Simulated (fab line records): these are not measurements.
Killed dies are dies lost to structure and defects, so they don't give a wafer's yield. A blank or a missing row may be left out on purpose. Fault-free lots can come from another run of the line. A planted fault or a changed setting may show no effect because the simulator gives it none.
Chamber matching	flow n5-finfet	N5_FIN_SAQP_ETCH_34 on rie-diel-02 has 4 sister chambers
The step etches SiO2 in C4F6/O2, target depth 45 nm, time 15 s. 14 wafers are shown with their chamber, then 7 later ones without.

== WAFERS, EACH WITH ITS CHAMBER ==
wafer	chamber	showerhead-plenum-p-Torr (Torr)	throttle-valve-pct (%)	rf-vpp-V (V)
L074.3	1	2.84	20.87	659
L074.5	1	2.84	20.84	659
L074.6	0	3.01	20.94	660
L075.3	2	2.88	21.55	651
L075.4	3	2.88	21.31	632
L075.6	0	3.01	20.94	660
L076.3	0	3.01	20.95	660
L076.4	1	2.84	20.86	657
L076.6	1	2.84	20.87	658
L077.2	0	3.00	20.96	659
L077.5	0	3.00	20.95	659
L077.6	1	2.84	20.86	658
L078.1	3	2.88	21.32	632
L078.3	1	2.84	20.86	659

SIGNATURES (averages over the wafers above)
reading	chamber 0	chamber 1	chamber 2	chamber 3	scatter within a chamber
showerhead-plenum-p-Torr	3.0060	2.8400	2.8800	2.8800	0.00346
throttle-valve-pct	20.9480	20.8600	21.5500	21.3150	0.00964
rf-vpp-V	659.60	658.33	651.00	632.00	0.673
Rule: for each reading, subtract the chamber's mean from the wafer's reading, divide by that reading's scatter and square the result; add these up over the readings and take the root, which gives the wafer's distance from the chamber. The wafer belongs to the nearest chamber; if the next one is less than 2 further off, it can't be placed. How the scatter is found: for the shown wafers, subtract from each reading the mean of its chamber, square and add these, divide the total by (wafers less chambers), then take the root.

== WAFERS WITHOUT THEIR CHAMBER ==
wafer	showerhead-plenum-p-Torr (Torr)	throttle-valve-pct (%)	rf-vpp-V (V)
L078.6	2.84	20.86	657
L085.2	2.87	21.59	650
L085.4	2.83	20.90	657
L085.5	2.87	21.34	634
L093.2	2.82	20.90	658
L093.4	2.99	20.99	659
L093.5	2.86	21.37	632

== CHAMBER TAKEN BY EACH ==
wafer	from the rows above	in truth
L078.6	1	1
L085.2	2	2
L085.4	1	1
L085.5	3	3
L093.2	1	1
L093.4	0	0
L093.5	3	3
7 of 7 placed correctly. Not placeable from these rows: 0. Placed wrongly: 0.
